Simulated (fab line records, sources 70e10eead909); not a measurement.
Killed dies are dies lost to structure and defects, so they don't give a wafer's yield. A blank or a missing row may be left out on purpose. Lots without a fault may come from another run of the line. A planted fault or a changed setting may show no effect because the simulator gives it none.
Which tool did it? | flow nand_harc | 24 lots, 72 wafers sampled, at 5 steps of a route of 1159

WHAT THE GAUGES READ, wafer by wafer
NHARC_P_M2_OVL_MEAS_10: pitch 340 nm. Usual: overlay_x_nm 0.2 nm, standard deviation 0.8; overlay_y_nm -0.1 nm, standard deviation 0.9.
lot  | measured     | on         | overlay_x_nm (nm) | overlay_y_nm (nm) | flag
L074 | day 6 07:08  | overlay-02 | 0.0 0.1 0.5       | -0.3 -0.3 -1.0    |
L076 | day 6 14:23  | overlay-02 | -0.5 -0.2 -0.4    | 0.0 -0.6 -0.6     |
L075 | day 6 17:47  | overlay-02 | -2.0 -1.5 -1.8    | -0.6 -0.8 -0.2    |
L077 | day 6 19:11  | overlay-01 | 0.7 1.1 0.5       | 0.8 0.8 0.7       |
L078 | day 7 08:34  | overlay-02 | 0.4 0.2 1.0       | -0.3 -0.6 0.1     |
L079 | day 7 08:58  | overlay-01 | 1.0 0.5 0.7       | -1.7 -1.4 -1.7    |
L080 | day 7 10:20  | overlay-02 | -0.6 -0.9 -0.6    | 1.3 1.3 1.5       |
L081 | day 7 18:17  | overlay-01 | 0.1 -0.4 0.8      | -0.9 0.0 -0.4     |
L082 | day 8 02:56  | overlay-01 | -0.9 -1.0 -1.3    | 1.4 1.4 1.1       |
L083 | day 8 09:23  | overlay-02 | 0.3 -0.1 -0.2     | 1.1 1.5 0.8       |
L085 | day 8 18:29  | overlay-01 | 0.6 1.5 1.4       | -1.6 -0.8 -1.5    |
L084 | day 8 19:34  | overlay-01 | 0.0 -0.1 0.5      | 0.3 -0.5 -0.2     |
L086 | day 9 08:17  | overlay-02 | -0.5 -0.2 -0.5    | -0.2 -0.5 -0.2    |
L087 | day 9 09:14  | overlay-01 | 1.2 0.5 1.2       | -0.1 -0.3 0.3     |
L088 | day 10 05:22 | overlay-02 | 0.4 0.7 0.4       | -1.5 -1.1 -0.7    |
L089 | day 10 07:20 | overlay-01 | -0.8 -1.1 -0.1    | 1.0 1.0 1.1       |
L091 | day 10 10:08 | overlay-01 | 0.5 0.1 0.3       | 1.1 0.9 1.3       |
L090 | day 10 11:08 | overlay-02 | 0.3 0.6 0.5       | -0.1 -0.9 -0.4    |
L092 | day 10 14:01 | overlay-02 | 1.2 0.7 1.3       | 0.6 0.1 0.6       |
L093 | day 10 16:55 | overlay-01 | 0.8 0.3 0.7       | -1.1 -0.4 -0.8    |
L094 | day 11 04:05 | overlay-01 | -0.3 0.0 0.3      | 0.0 0.1 0.3       |
L095 | day 11 15:04 | overlay-01 | -0.5 -0.2 -0.8    | -0.4 -0.8 -1.0    |
L096 | day 11 15:43 | overlay-01 | 0.5 0.4 0.7       | -1.3 -1.8 -1.7    |
L097 | day 11 20:54 | overlay-01 | 1.7 1.6 1.6       | 0.0 0.7 0.2       |

NHARC_P_BONDPAD_THK_MEAS_33: measures by ellipsometry. Usual: thk_nm 200.2 nm, standard deviation 1.8.
lot  | measured     | on            | thk_nm (nm)       | flag
L074 | day 6 11:15  | film_metro-02 | 201.7 201.7 200.5 |
L076 | day 6 18:30  | film_metro-01 | 199.4 201.9 200.3 |
L075 | day 6 22:06  | film_metro-02 | 200.0 199.3 200.7 |
L077 | day 6 23:18  | film_metro-02 | 200.8 199.3 197.3 |
L078 | day 7 12:27  | film_metro-01 | 201.2 199.7 197.1 |
L079 | day 7 13:29  | film_metro-02 | 200.1 198.4 199.5 |
L080 | day 7 14:26  | film_metro-02 | 201.4 201.4 198.8 |
L081 | day 7 22:25  | film_metro-02 | 200.5 199.3 200.3 |
L082 | day 8 06:50  | film_metro-02 | 202.8 201.0 200.9 |
L083 | day 8 13:24  | film_metro-01 | 202.7 201.2 200.7 |
L085 | day 8 22:22  | film_metro-02 | 199.3 197.8 199.3 |
L084 | day 8 23:29  | film_metro-02 | 199.4 202.3 197.7 |
L086 | day 9 12:10  | film_metro-02 | 200.2 203.4 200.6 |
L087 | day 9 13:21  | film_metro-02 | 201.5 200.4 200.3 |
L088 | day 10 09:17 | film_metro-01 | 199.0 199.9 199.8 |
L089 | day 10 11:12 | film_metro-01 | 201.0 200.2 198.2 |
L091 | day 10 14:06 | film_metro-02 | 198.3 197.9 199.3 |
L090 | day 10 15:07 | film_metro-02 | 203.4 206.0 200.9 |
L092 | day 10 17:55 | film_metro-01 | 200.7 203.4 202.4 |
L093 | day 10 20:52 | film_metro-01 | 199.9 198.7 197.2 |
L094 | day 11 08:10 | film_metro-01 | 202.0 201.6 201.6 |
L095 | day 11 18:58 | film_metro-01 | 199.8 201.2 199.5 |
L096 | day 11 19:43 | film_metro-02 | 200.2 200.9 198.0 |
L097 | day 12 00:50 | film_metro-02 | 200.8 200.3 199.8 |

WHICH TOOL RAN EACH LOT (tool, then ch and the chambers of the sampled wafers, then the start)
lot  | NHARC_P_M2_ANNEAL_31             | NHARC_P_M2_CMP_23             | NHARC_P_BONDPAD_DEP_00
L074 | rtp_anneal-02 ch 0, day 6 09:03  | cmp-01 ch 0,2,3, day 6 09:23  | pecvd-02 ch 0,1,2, day 6 10:35
L076 | rtp_anneal-01 ch 0, day 6 16:19  | cmp-03 ch 0,1,3, day 6 16:40  | pecvd-03 ch 0,1,2, day 6 17:50
L075 | rtp_anneal-01 ch 0, day 6 19:57  | cmp-01 ch 0,2,3, day 6 20:18  | pecvd-02 ch 0,2, day 6 21:26
L077 | rtp_anneal-02 ch 0, day 6 21:10  | cmp-03 ch 0,3, day 6 21:28    | pecvd-01 ch 0,1, day 6 22:30
L078 | rtp_anneal-02 ch 0, day 7 10:29  | cmp-03 ch 2,3, day 7 10:46    | pecvd-01 ch 0,1, day 7 12:27 or earlier
L079 | rtp_anneal-01 ch 0, day 7 11:07  | cmp-03 ch 0,2,3, day 7 11:46  | pecvd-01 ch 0,1,2, day 7 13:29 or earlier
L080 | rtp_anneal-02 ch 0, day 7 12:19  | cmp-03 ch 1,2,3, day 7 12:40  | pecvd-03 ch 0,1,2, day 7 14:26 or earlier
L081 | rtp_anneal-02 ch 0, day 7 20:17  | cmp-03 ch 0,1,3, day 7 20:35  | pecvd-01 ch 0,1, day 7 21:48
L082 | rtp_anneal-02 ch 0, day 8 04:47  | cmp-04 ch 1,2,3, day 8 05:10  | pecvd-02 ch 1,2, day 8 06:10
L083 | rtp_anneal-01 ch 0, day 8 11:22  | cmp-04 ch 1,2, day 8 11:43    | pecvd-03 ch 1,2, day 8 12:50
L085 | rtp_anneal-01 ch 0, day 8 20:23  | cmp-03 ch 2,3, day 8 20:41    | pecvd-01 ch 1,2, day 8 21:46
L084 | rtp_anneal-02 ch 0, day 8 21:35  | cmp-03 ch 0,2,3, day 8 21:52  | pecvd-02 ch 0,1,2, day 8 22:56
L086 | rtp_anneal-02 ch 0, day 9 10:08  | cmp-03 ch 0,2,3, day 9 10:29  | pecvd-01 ch 0,1,2, day 9 11:31
L087 | rtp_anneal-01 ch 0, day 9 11:14  | cmp-03 ch 0,1,3, day 9 11:32  | pecvd-02 ch 1,2, day 9 12:42
L088 | rtp_anneal-01 ch 0, day 10 07:20 | cmp-04 ch 0,1,3, day 10 07:41 | pecvd-03 ch 0,2, day 10 08:43
L089 | rtp_anneal-01 ch 0, day 10 09:15 | cmp-04 ch 1,2, day 10 09:34   | pecvd-02 ch 0,1,2, day 10 11:12 or earlier
L091 | rtp_anneal-02 ch 0, day 10 12:04 | cmp-01 ch 0,1,2, day 10 12:24 | pecvd-02 ch 0,1, day 10 14:06 or earlier
L090 | rtp_anneal-01 ch 0, day 10 13:01 | cmp-04 ch 0,2,3, day 10 13:22 | pecvd-03 ch 0,2, day 10 14:26
L092 | rtp_anneal-02 ch 0, day 10 15:53 | cmp-01 ch 0,2,3, day 10 16:15 | pecvd-03 ch 0,1,2, day 10 17:16
L093 | rtp_anneal-02 ch 0, day 10 18:47 | cmp-04 ch 0,1,3, day 10 19:12 | pecvd-02 ch 1,2, day 10 20:13
L094 | rtp_anneal-02 ch 0, day 11 06:11 | cmp-01 ch 0,1,2, day 11 06:28 | pecvd-02 ch 0,2, day 11 07:31
L095 | rtp_anneal-01 ch 0, day 11 17:01 | cmp-04 ch 0,3, day 11 17:16   | pecvd-01 ch 0,1,2, day 11 18:21
L096 | rtp_anneal-02 ch 0, day 11 17:34 | cmp-04 ch 2,3, day 11 17:55   | pecvd-01 ch 0,2, day 11 19:06
L097 | rtp_anneal-02 ch 0, day 11 22:48 | cmp-03 ch 1,2,3, day 11 23:11 | pecvd-03 ch 0,1,2, day 12 00:10
- NHARC_P_M2_ANNEAL_31: time 90 s.
- NHARC_P_M2_CMP_23: polishes, t overpolish 20 s, target thk 144.3 nm.
- NHARC_P_BONDPAD_DEP_00: deposits SiCN, target thk 250 nm.

WHAT THE TOOLS THEMSELVES READ (means of the sampled wafers that have a number; where no wafer has one, the mark that the record gives instead)
NHARC_P_M2_ANNEAL_31. Usual: wafer_temp_C_max 226.1, standard deviation 0.38.
lot  | tool          | wafer_temp_C_max | flag
L074 | rtp_anneal-02 | 226.4            |
L076 | rtp_anneal-01 | 225.5            |
L075 | rtp_anneal-01 | 225.7            |
L077 | rtp_anneal-02 | 226.2            |
L078 | rtp_anneal-02 | 226.5            |
L079 | rtp_anneal-01 | 225.9            |
L080 | rtp_anneal-02 | 226.2            |
L081 | rtp_anneal-02 | 226.2            |
L082 | rtp_anneal-02 | 226.5            |
L083 | rtp_anneal-01 | 225.5            |
L085 | rtp_anneal-01 | 225.6            |
L084 | rtp_anneal-02 | 226.0            |
L086 | rtp_anneal-02 | 226.4            |
L087 | rtp_anneal-01 | 225.6            |
L088 | rtp_anneal-01 | 226.1            |
L089 | rtp_anneal-01 | 225.9            |
L091 | rtp_anneal-02 | 226.4            |
L090 | rtp_anneal-01 | 225.5            |
L092 | rtp_anneal-02 | 226.4            |
L093 | rtp_anneal-02 | 226.3            |
L094 | rtp_anneal-02 | 226.5            |
L095 | rtp_anneal-01 | 225.7            |
L096 | rtp_anneal-02 | 226.1            |
L097 | rtp_anneal-02 | 226.2            |

NHARC_P_M2_CMP_23. Usual: motor_current_A 11.3 A, standard deviation 1.2; time_to_endpoint_s 28 s, standard deviation 3.
lot  | tool   | motor_current_A (A) | time_to_endpoint_s (s) | flag
L074 | cmp-01 | 12.3                | 27                     |
L076 | cmp-03 | 11.4                | 26                     |
L075 | cmp-01 | 12.2                | 28                     |
L077 | cmp-03 | 11.6                | 29                     |
L078 | cmp-03 | 10.8                | 28                     |
L079 | cmp-03 | 10.7                | 28                     |
L080 | cmp-03 | 10.5                | 28                     |
L081 | cmp-03 | 11.4                | 24                     |
L082 | cmp-04 | 11.4                | 33                     |
L083 | cmp-04 | 9.9                 | 31                     |
L085 | cmp-03 | 9.6                 | 29                     |
L084 | cmp-03 | 10.7                | 29                     |
L086 | cmp-03 | 10.9                | 28                     |
L087 | cmp-03 | 11.4                | 27                     |
L088 | cmp-04 | 11.3                | 31                     |
L089 | cmp-04 | 10.3                | 31                     |
L091 | cmp-01 | 12.6                | 27                     |
L090 | cmp-04 | 11.7                | 29                     |
L092 | cmp-01 | 11.9                | 25                     |
L093 | cmp-04 | 11.5                | 29                     |
L094 | cmp-01 | 12.4                | 31                     |
L095 | cmp-04 | 11.9                | 31                     |
L096 | cmp-04 | 11.9                | 30                     |
L097 | cmp-03 | 10.5                | 28                     |

NHARC_P_BONDPAD_DEP_00. Usual: heater_power_w 600 W, standard deviation 68.
lot  | tool     | heater_power_w (W) | flag
L074 | pecvd-02 | 572                |
L076 | pecvd-03 | 620                |
L075 | pecvd-02 | 555                |
L077 | pecvd-01 | 617                |
L078 | pecvd-01 | 590                |
L079 | pecvd-01 | 607                |
L080 | pecvd-03 | 598                |
L081 | pecvd-01 | 597                |
L082 | pecvd-02 | 637                |
L083 | pecvd-03 | 629                |
L085 | pecvd-01 | 650                |
L084 | pecvd-02 | 576                |
L086 | pecvd-01 | 641                |
L087 | pecvd-02 | 650                |
L088 | pecvd-03 | 574                |
L089 | pecvd-02 | 612                |
L091 | pecvd-02 | 547                |
L090 | pecvd-03 | 549                |
L092 | pecvd-03 | 577                |
L093 | pecvd-02 | 579                |
L094 | pecvd-02 | 582                |
L095 | pecvd-01 | 661                |
L096 | pecvd-01 | 598                |
L097 | pecvd-03 | 649                |

THE ANSWER, worked out from the rows above alone
Rule: a lot is off if the mean of its wafers that have a number lies more than 3 standard deviations from the usual mean. A lot without any number at a reading at which 4 lots or more have one is off too. The other lots that the step has rows for count as sound. The gauges are gone through in route order, then the tools' own readings, and for those a lot's mean is taken as printed above. The first step at which some lot is off is used, and at that step the reading that is off furthest; a lot without a number counts as furthest.
No lot is off at any reading shown: from this, nothing can be told.

WHAT THE SIMULATOR HAD PUT IN
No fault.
